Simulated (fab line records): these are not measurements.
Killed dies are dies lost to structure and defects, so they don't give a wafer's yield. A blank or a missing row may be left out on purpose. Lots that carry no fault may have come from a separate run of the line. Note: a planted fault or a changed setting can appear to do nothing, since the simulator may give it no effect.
A struck lot beside a sound one    flow nand-harc    14 out of 1302 route steps
Sound: these wafers, L869.1, L869.3, L869.4. Wafers struck: L874.1, L874.4, L874.6. Last of all comes the cause.
At each step with rows: each side's tool, then ch and its chambers, then its first start. Under that, the readings that differ: sound wafers    struck wafers    difference of the means    sigmas: that difference in standard deviations of wafers without a fault.
alike: readings with means less than 2 such deviations apart, plus words and numbers identical on both sides. not compared: withheld readings, readings lacking a value on some wafer, bounds such as >300 that could conceal the same value, and numbers that have no deviation in the record and whose values overlap.
The two part at a step that has a row with sigmas, a row that says differs or no value, or rows on one side only. Numbers that don't overlap but have no deviation are shown without sigmas and don't part them. A reading missing from all wafers of one side parts the sides only when that side holds two or more wafers.

NHARC_A_M0_INSPECT_27:
  sound: defect-inspect-01 at day 26 13:20; struck: defect-inspect-02 at day 28 21:56
  alike: raw-defect-count
NHARC_A_M0_PRE_CLEAN_31: time 12 s.
  sound on pecvd-02 ch 1,2, day 26 13:25; struck on pecvd-02 ch 1,2, day 28 22:02
  alike: heater-power-w
NHARC_A_M0_DEP_32: deposits SiCN, target thk 30 nm.
  sound on pecvd-02 ch 1,2, day 26 13:31; struck on pecvd-02 ch 1,2, day 28 22:10
  alike: heater-power-w, showerhead-vpp-V
then, 9 steps without rows for these wafers: NHARC_A_M1_DEP_00 (deposits SiOC, target thk 182.5 nm); NHARC_A_M1_DEHYDRATE_01 (time 120 s); NHARC_A_M1_HMDS_02 (time 30 s); NHARC_A_M1_COAT_34 (time 65 s); NHARC_A_M1_COAT_03 (resist thk 90 nm); NHARC_A_M1_SOFTBAKE_04 (time 55 s); NHARC_A_M1_EBR_05; NHARC_A_M1_EXPOSE_06 (exposes mask A M1, target cd 120 nm); NHARC_A_M1_PEB_07 (peb time 65 s).
NHARC_A_M1_DEVELOP_08: develop time 35 s.
  sound on litho-track-01 ch 0, day 26 14:00; struck on litho-track-04 ch 0, day 28 23:00
reading               sound              struck             difference  sigmas
developer-temp-C (C)  22.92 22.92 22.93  23.97 24.02 24.04  +1.09       +12
NHARC_A_M1_CD_MEAS_09: the cd target is 120 nm.
  sound on cd-sem-03 ch 0, day 26 14:44; struck on cd-sem-02 ch 0, day 28 23:18
  alike: cd-nm

== WHERE THEY PART ==
At NHARC_A_M1_DEVELOP_08 and nowhere else, as far as this record goes. Later steps at which nothing parts them and some readings are alike: NHARC_A_M1_CD_MEAS_09.

WHY: what had been put in by the simulator
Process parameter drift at NHARC_A_M1_DEVELOP_08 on litho-track-04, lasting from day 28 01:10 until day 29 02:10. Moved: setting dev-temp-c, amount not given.
